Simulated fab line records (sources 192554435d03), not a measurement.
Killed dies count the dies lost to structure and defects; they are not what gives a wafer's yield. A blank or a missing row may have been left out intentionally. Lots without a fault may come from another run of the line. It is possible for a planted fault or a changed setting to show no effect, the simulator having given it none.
What tool caused it? -- flow n5 finfet -- Sampling: 24 lots, 72 wafers, 6 of 1938 route steps

WHAT EACH GAUGE READ, for each wafer
N5_BEOL_M12_OCD_MEAS_35.
lot,measured,on,trench depth nm (nm)
L074,day 10 13:59,ocd-02,318 318 317
L076,day 10 22:13,ocd-02,315 319 314
L075,day 11 04:53,ocd-02,325 322 325
L077,day 11 21:48,ocd-02,321 323 321
L078,day 12 08:41,ocd-02,320 316 322
L079,day 12 15:36,ocd-01,320 322 315
L080,day 12 17:01,ocd-02,316 322 319
L083,day 13 11:40,ocd-01,318 328 313
L081,day 13 13:23,ocd-02,323 318 321
L084,day 13 17:29,ocd-01,318 324 324
L082,day 14 02:31,ocd-02,317 320 323
L085,day 14 04:20,ocd-01,315 322 317
L086,day 14 15:00,ocd-01,316 321 322
L087,day 14 20:37,ocd-01,321 321 326
L088,day 15 02:04,ocd-01,317 322 322
L090,day 15 09:28,ocd-02,319 321 332
L089,day 15 12:08,ocd-01,317 316 315
L091,day 15 13:29,ocd-02,320 319 321
L093,day 15 15:46,ocd-01,323 318 324
L094,day 15 18:49,ocd-02,315 328 314
L096,day 15 18:58,ocd-02,322 317 316
L092,day 15 22:29,ocd-02,332 316 316
L095,day 16 23:23,ocd-02,323 320 326
L097,day 17 14:25,ocd-02,319 327 322

N5_BEOL_M13_THK_MEAS_01.
lot,measured,on,M13_ILD_THK (nm)
L074,day 10 17:08,film metro-01,834 828 844
L076,day 11 03:38,film metro-02,829 844 844
L075,day 11 06:47,film metro-01,826 830 840
L077,day 12 03:23,film metro-02,842 849 843
L078,day 12 11:57,film metro-01,823 845 841
L079,day 12 20:19,film metro-02,827 843 837
L080,day 12 20:45,film metro-01,842 839 844
L083,day 13 14:17,film metro-02,838 835 845
L081,day 13 20:19,film metro-01,826 834 834
L084,day 13 22:25,film metro-02,831 848 821
L082,day 14 05:16,film metro-01,829 825 849
L085,day 14 08:31,film metro-01,825 830 844
L086,day 14 17:41,film metro-01,833 837 836
L087,day 14 22:57,film metro-02,838 833 831
L088,day 15 07:34,film metro-01,834 834 862
L090,day 15 12:14,film metro-02,820 818 833
L089,day 15 15:07,film metro-01,819 815 833
L091,day 15 16:12,film metro-01,842 836 862
L093,day 15 19:11,film metro-02,829 833 847
L094,day 15 21:31,film metro-01,838 823 840
L096,day 15 21:55,film metro-01,815 811 830
L092,day 16 02:07,film metro-01,830 831 829
L095,day 17 03:17,film metro-01,836 834 839
L097,day 17 16:40,film metro-02,831 813 830

WHICH TOOL RAN EACH LOT (tool, then ch and the chambers of the sampled wafers, then the start)
lot,N5_BEOL_M12_ILD_DEP_00,N5_BEOL_M12_STRIP_64,N5_BEOL_M12_ETCH_67,N5_BEOL_M12_DEGAS_41
L074,"pecvd-01 ch 0,1,2, day 10 11:55","plasma asher-01 ch 0,1, day 10 12:46","rie diel-02 ch 0,3, day 10 13:30","pvd sputter-01, day 10 15:43"
L076,"pecvd-01 ch 0,1,2, day 10 20:01","plasma asher-02 ch 0,1, day 10 21:01","rie diel-01 ch 1,2,3, day 10 21:44","pvd sputter-03, day 11 01:45"
L075,"pecvd-03 ch 0,2, day 11 02:36","plasma asher-02 ch 0,1, day 11 03:48","rie diel-06 ch 0,2,3, day 11 04:24","pvd sputter-03, day 11 05:20"
L077,"pecvd-03 ch 0,1,2, day 11 19:46","plasma asher-01 ch 0,1, day 11 20:41","rie diel-06 ch 0,3, day 11 21:19","pvd sputter-01, day 12 01:56"
L078,"pecvd-02 ch 1,2, day 12 06:26","plasma asher-02 ch 0,1, day 12 07:29","rie diel-01 ch 1,2, day 12 08:11","pvd sputter-03, day 12 10:31"
L079,"pecvd-03 ch 0,2, day 12 13:17","plasma asher-02 ch 0,1, day 12 14:24","rie diel-01 ch 0,2, day 12 15:07","pvd sputter-02, day 12 18:47"
L080,"pecvd-01 ch 1,2, day 12 14:56","plasma asher-01 ch 0,1, day 12 15:56","rie diel-01 ch 0,1, day 12 16:32","pvd sputter-03, day 12 19:02"
L083,"pecvd-01 ch 0,2, day 13 09:33","plasma asher-01 ch 0,1, day 13 10:28","rie diel-02 ch 0,1,2, day 13 11:11","pvd sputter-02, day 13 12:50"
L081,"pecvd-02 ch 0,2, day 13 11:12","plasma asher-02 ch 0,1, day 13 12:12","rie diel-06 ch 0,2,3, day 13 12:54","pvd sputter-01, day 13 18:52"
L084,"pecvd-02 ch 0,1,2, day 13 15:32","plasma asher-01 ch 0,1, day 13 16:25","rie diel-01 ch 0,1, day 13 17:01","pvd sputter-02, day 13 20:05"
L082,"pecvd-01 ch 1,2, day 14 00:11","plasma asher-01 ch 0,1, day 14 01:26","rie diel-02 ch 2,3, day 14 02:02","pvd sputter-03, day 14 03:50"
L085,"pecvd-01 ch 0,1, day 14 02:11","plasma asher-01 ch 0,1, day 14 03:11","rie diel-01 ch 0,1,3, day 14 03:51","pvd sputter-02, day 14 07:04"
L086,"pecvd-03 ch 0,1,2, day 14 12:44","plasma asher-01 ch 0,1, day 14 13:48","rie diel-01 ch 0,2,3, day 14 14:31","pvd sputter-01, day 14 16:16"
L087,"pecvd-03 ch 0,1,2, day 14 18:42","plasma asher-01 ch 0,1, day 14 19:32","rie diel-06 ch 0,2,3, day 14 20:11","pvd sputter-02, day 14 21:30"
L088,"pecvd-02 ch 0,1, day 14 23:54","plasma asher-01 ch 0,1, day 15 00:52","rie diel-06 ch 2,3, day 15 01:35","pvd sputter-01, day 15 06:07"
L090,"pecvd-03 ch 0,2, day 15 07:31","plasma asher-02 ch 0,1, day 15 08:23","rie diel-06 ch 1,2,3, day 15 08:58","pvd sputter-01, day 15 10:49"
L089,"pecvd-01 ch 1,2, day 15 09:56","plasma asher-01 ch 0,1, day 15 10:49","rie diel-02 ch 0,3, day 15 11:26","pvd sputter-03, day 15 13:40"
L091,"pecvd-01 ch 0,2, day 15 11:08","plasma asher-01 ch 0,1, day 15 12:08","rie diel-01 ch 1,3, day 15 13:00","pvd sputter-02, day 15 14:46"
L093,"pecvd-01 ch 0,2, day 15 13:08","plasma asher-02 ch 0,1, day 15 14:41","rie diel-01 ch 0,1,3, day 15 15:17","pvd sputter-03, day 15 17:45"
L094,"pecvd-02 ch 0,1, day 15 16:42","plasma asher-01 ch 0,1, day 15 17:44","rie diel-02 ch 0,1,3, day 15 18:20","pvd sputter-02, day 15 20:05"
L096,"pecvd-03 ch 0,1, day 15 16:47","plasma asher-01 ch 0,1, day 15 17:53","rie diel-06 ch 2,3, day 15 18:29","pvd sputter-02, day 15 20:29"
L092,"pecvd-03 ch 0,1,2, day 15 20:17","plasma asher-02 ch 0,1, day 15 21:17","rie diel-02 ch 0,1,3, day 15 22:00","pvd sputter-02, day 16 00:37"
L095,"pecvd-02 ch 0,1, day 16 20:58","plasma asher-02 ch 0,1, day 16 21:51","rie diel-01 ch 0,2,3, day 16 22:53","pvd sputter-03, day 17 01:44"
L097,"pecvd-01 ch 0,2, day 17 11:49","plasma asher-02 ch 0,1, day 17 12:49","rie diel-06 ch 0,1,3, day 17 13:56","pvd sputter-02, day 17 14:57"
- N5_BEOL_M12_ILD_DEP_00: deposits SiOC from DEMS/O2, target thk 658.92 nm, time 130.7 s.
- N5_BEOL_M12_STRIP_64: strips in N2/H2.
- N5_BEOL_M12_ETCH_67: etches SiARC in CF4, target depth 143 nm, time 238.3 s.
- N5_BEOL_M12_DEGAS_41: time 60 s.

AS READ BY THE TOOLS THEMSELVES (means over the sampled wafers that have a number; for cases with no such wafer, the mark the record gives instead)
N5_BEOL_M12_ILD_DEP_00.
lot,tool,heater power outer w (W),heater power w (W),showerhead plenum p Torr (Torr),throttle valve pct (%)
L074,pecvd-01,288,556,5.716,12.3
L076,pecvd-01,260,515,5.710,12.2
L075,pecvd-03,239,460,5.701,11.6
L077,pecvd-03,249,465,5.694,11.7
L078,pecvd-02,305,527,5.685,12.2
L079,pecvd-03,239,461,5.701,11.7
L080,pecvd-01,323,643,5.704,12.5
L083,pecvd-01,243,491,5.720,12.3
L081,pecvd-02,333,571,5.702,11.0
L084,pecvd-02,288,491,5.697,11.9
L082,pecvd-01,321,643,5.704,12.7
L085,pecvd-01,315,559,5.722,11.7
L086,pecvd-03,243,465,5.694,11.7
L087,pecvd-03,240,445,5.698,11.8
L088,pecvd-02,305,516,5.701,12.4
L090,pecvd-03,233,443,5.703,11.6
L089,pecvd-01,310,630,5.703,12.4
L091,pecvd-01,266,551,5.696,12.6
L093,pecvd-01,324,624,5.712,12.7
L094,pecvd-02,308,510,5.684,12.6
L096,pecvd-03,264,511,5.701,11.8
L092,pecvd-03,246,458,5.689,11.7
L095,pecvd-02,309,518,5.690,12.2
L097,pecvd-01,295,596,5.709,12.7

N5_BEOL_M12_STRIP_64.
lot,tool,drypump motor current A (A),heater power w (W),oes product au (a.u.),strip time to endpoint s (s),temp c (C)
L074,plasma asher-01,5.9,334,0.716,31.29,250.09
L076,plasma asher-02,5.2,280,0.710,31.30,249.92
L075,plasma asher-02,5.1,280,0.718,31.33,250.00
L077,plasma asher-01,5.9,332,0.715,31.37,249.86
L078,plasma asher-02,5.2,282,0.717,31.36,249.96
L079,plasma asher-02,5.2,296,0.714,31.28,249.98
L080,plasma asher-01,5.7,344,0.716,31.32,249.99
L083,plasma asher-01,5.7,353,0.714,31.28,250.08
L081,plasma asher-02,5.2,299,0.713,31.31,250.18
L084,plasma asher-01,5.9,333,0.714,31.25,250.07
L082,plasma asher-01,5.7,354,0.714,31.36,250.04
L085,plasma asher-01,5.9,336,0.721,31.39,250.02
L086,plasma asher-01,5.9,336,0.712,31.26,250.23
L087,plasma asher-01,5.6,354,0.719,31.28,249.98
L088,plasma asher-01,5.9,332,0.713,31.33,250.13
L090,plasma asher-02,5.2,293,0.718,31.33,250.03
L089,plasma asher-01,5.6,358,0.720,31.34,250.09
L091,plasma asher-01,5.9,332,0.713,31.33,250.20
L093,plasma asher-02,5.2,280,0.716,31.44,250.03
L094,plasma asher-01,5.9,338,0.712,31.23,250.02
L096,plasma asher-01,5.9,335,0.717,31.42,250.03
L092,plasma asher-02,5.2,292,0.716,31.37,250.24
L095,plasma asher-02,5.1,280,0.715,31.34,249.95
L097,plasma asher-02,5.2,281,0.712,31.34,249.73

N5_BEOL_M12_ETCH_67.
lot,tool,drypump motor current A (A),etch rf on time s (s),oes product au (a.u.),rf vpp V (V),showerhead plenum p Torr (Torr),throttle valve pct (%)
L074,rie diel-02,5.4,238,0.71,185.5,2.23,15.66
L076,rie diel-01,5.4,240,0.62,183.4,2.13,15.65
L075,rie diel-06,5.2,232,0.68,184.5,2.18,15.64
L077,rie diel-06,5.5,229,0.72,184.1,2.14,15.70
L078,rie diel-01,5.7,235,0.64,183.5,2.14,15.64
L079,rie diel-01,5.3,237,0.74,183.6,2.17,15.33
L080,rie diel-01,5.8,234,0.77,183.9,2.18,15.27
L083,rie diel-02,5.4,239,0.71,184.6,2.22,15.66
L081,rie diel-06,5.3,233,0.66,184.4,2.17,15.68
L084,rie diel-01,5.7,235,0.75,184.4,2.18,15.28
L082,rie diel-02,5.7,233,0.69,183.9,2.15,15.68
L085,rie diel-01,5.6,237,0.74,184.1,2.15,15.31
L086,rie diel-01,5.2,240,0.71,183.9,2.14,15.37
L087,rie diel-06,5.2,231,0.65,185.0,2.17,15.70
L088,rie diel-06,5.4,231,0.69,183.9,2.12,15.63
L090,rie diel-06,5.4,236,0.71,184.5,2.16,15.46
L089,rie diel-02,5.4,239,0.67,185.1,2.21,15.76
L091,rie diel-01,5.5,239,0.72,183.6,2.12,15.35
L093,rie diel-01,5.6,236,0.72,184.4,2.14,15.33
L094,rie diel-02,5.6,235,0.72,184.4,2.19,15.66
L096,rie diel-06,5.2,235,0.63,183.9,2.16,15.59
L092,rie diel-02,5.6,236,0.71,184.8,2.19,15.66
L095,rie diel-01,5.2,238,0.77,184.0,2.13,15.23
L097,rie diel-06,5.5,230,0.70,183.8,2.16,15.64

N5_BEOL_M12_DEGAS_41.
lot,tool,heater power w (W)
L074,pvd sputter-01,311
L076,pvd sputter-03,308
L075,pvd sputter-03,338
L077,pvd sputter-01,343
L078,pvd sputter-03,291
L079,pvd sputter-02,325
L080,pvd sputter-03,342
L083,pvd sputter-02,334
L081,pvd sputter-01,345
L084,pvd sputter-02,317
L082,pvd sputter-03,291
L085,pvd sputter-02,321
L086,pvd sputter-01,307
L087,pvd sputter-02,329
L088,pvd sputter-01,315
L090,pvd sputter-01,340
L089,pvd sputter-03,302
L091,pvd sputter-02,314
L093,pvd sputter-03,311
L094,pvd sputter-02,308
L096,pvd sputter-02,338
L092,pvd sputter-02,317
L095,pvd sputter-03,315
L097,pvd sputter-02,323

THE ANSWER, worked out from the rows above alone
Rule: what is usual is taken from the lots themselves. The widest of any qualifying gaps counts: lots, ordered by their means at a reading, are off when they make up no more than a third of the lots, leave a main group of 4 or more, and stand apart from it by 3 or more times the standard deviation of that group's means. Not used: any main group whose means are identical at the precision the tables above print for the reading. Also off: a lot with no number at a reading for which 4 or more lots have one. Any other lot the step has rows for is counted as sound. Order of review: gauges by route order, followed by the tools' own readings, for which a lot's mean as printed above is used. At the first step where some lot is off, the reading lying furthest off is the one used; lots without a number count as furthest.
No lot is off at any reading shown: from this, nothing can be told.

WHAT WAS PUT IN BY THE SIMULATOR
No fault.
